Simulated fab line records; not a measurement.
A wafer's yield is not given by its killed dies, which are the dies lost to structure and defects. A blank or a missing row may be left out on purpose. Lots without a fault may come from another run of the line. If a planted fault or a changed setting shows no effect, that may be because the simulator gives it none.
Code-filled problem report in 8D (eight disciplines) form	flow nandHarc	the parts of the form that need people (team, actions taken, sign-off) are left out

1. WHAT WENT WRONG
Wafers without a fault read 1000 nm, standard deviation 8.8; thkNm at NHARC_A_ONON_D2_THK_MEAS_05 reads a mean of 1871 nm on 4 wafers belonging to 2 lots. So: +99 or more standard deviations from the usual mean.
The step: measures by ellipsometry.
First observed at day 17 20:09: wafer L901.4, on filmMetro-01. The record holds 41 wafers of 14 lots with a number at this step. Rule for "out", or "out of limits": more than 4 standard deviations from the usual mean. The other wafers with a number count as sound.

2. WHAT THIS IS AND IS NOT
question	is	is not
which readings at this step	thkNm	-
which lots	L901, L902	L888, L890, L891, L892, L893, L894, L895, L896, L897, L908, L910, L911
which wafers of those lots	L901.4, L901.6, L902.4, L902.6	L902.3
read on which gauges	filmMetro-01, filmMetro-02	-
when	from day 17 20:09	up to then (27 sound wafers); but 10 sound wafers of L902, L908, L910, L911 came after

3. THE SUSPECTS, EACH WITH WHAT RULES IT OUT
Counting: any tool at a process step up to the reading remains a suspect provided it ran every lot that is out. Sound lots after the first of them don't rule it out here, since some wafers of a struck lot are sound.
- the gauge at NHARC_A_ONON_D2_THK_MEAS_05 has been ruled out. The wafers that are out were read on 2 gauges (filmMetro-01, filmMetro-02).
- cmp-01 at NHARC_A_DECK1_JOINT_CMP_13 (polishes, target thk 51.023 nm): kept. It processed each lot that is out (first: L901, day 16 18:55); up to then, its last sound lot is L897 (day 14 20:51).
- cmp-02 at NHARC_A_DECK1_JOINT_CMP_02 (polishes SiOx): kept. It processed each lot that is out (first: L901, day 17 18:20); up to then, its last sound lot is L896 (day 15 11:10).
- pecvdOnon-02 at NHARC_A_ONON_D2_DEP_03 (target thk 1000 nm): kept. It processed each lot that is out (first: L901, day 17 19:49); up to then, its last sound lot is L895 (day 15 05:23).
- Within cmp-02 at NHARC_A_DECK1_JOINT_CMP_02: the wafers that are out ran in chambers 0, 2; their sound lot-mates ran in chamber 1.
After the count, these remain: cmp-01 at NHARC_A_DECK1_JOINT_CMP_13, cmp-02 at NHARC_A_DECK1_JOINT_CMP_02 and pecvdOnon-02 at NHARC_A_ONON_D2_DEP_03.

4. THE CAUSE (what the simulator had put in)
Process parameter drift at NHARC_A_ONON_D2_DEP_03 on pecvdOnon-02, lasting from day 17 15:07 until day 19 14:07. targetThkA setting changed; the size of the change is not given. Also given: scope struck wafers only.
Of the 3 suspects that counting leaves, this tool is one.

5. THE EFFECT CHAIN, in route order
One row per reading whose mean, taken over the struck wafers that have a number, lies over 3 standard deviations from the usual. Only readings for which the record gives a usual standard deviation are gone through. hours: the time from each lot's start at the first step in this table that gives one to its start at this step, as a median over the lots. sigmas: the change in usual standard deviations.
hours	step	reading	usual	on struck wafers	change	sigmas
0	NHARC_A_ONON_D2_THK_MEAS_05	thkNm	1000 nm	1871	+871	+99 or more
315	NHARC_END_SORT_01	killedAtArray	58	673	+615	+31
315	NHARC_END_SORT_01	killedDies	63	677	+614	+31

6. HOW IT WOULD HAVE BEEN CAUGHT EARLIER
In this record the first reading out of limits at a measuring or inspecting step was taken at day 17 20:09, 5 hours after the fault began at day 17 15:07.
Lots out: 2; of these, L902 started NHARC_A_ONON_D2_DEP_03 on pecvdOnon-02 after day 17 20:09. It would have been spared by a hold on the tool at that moment.
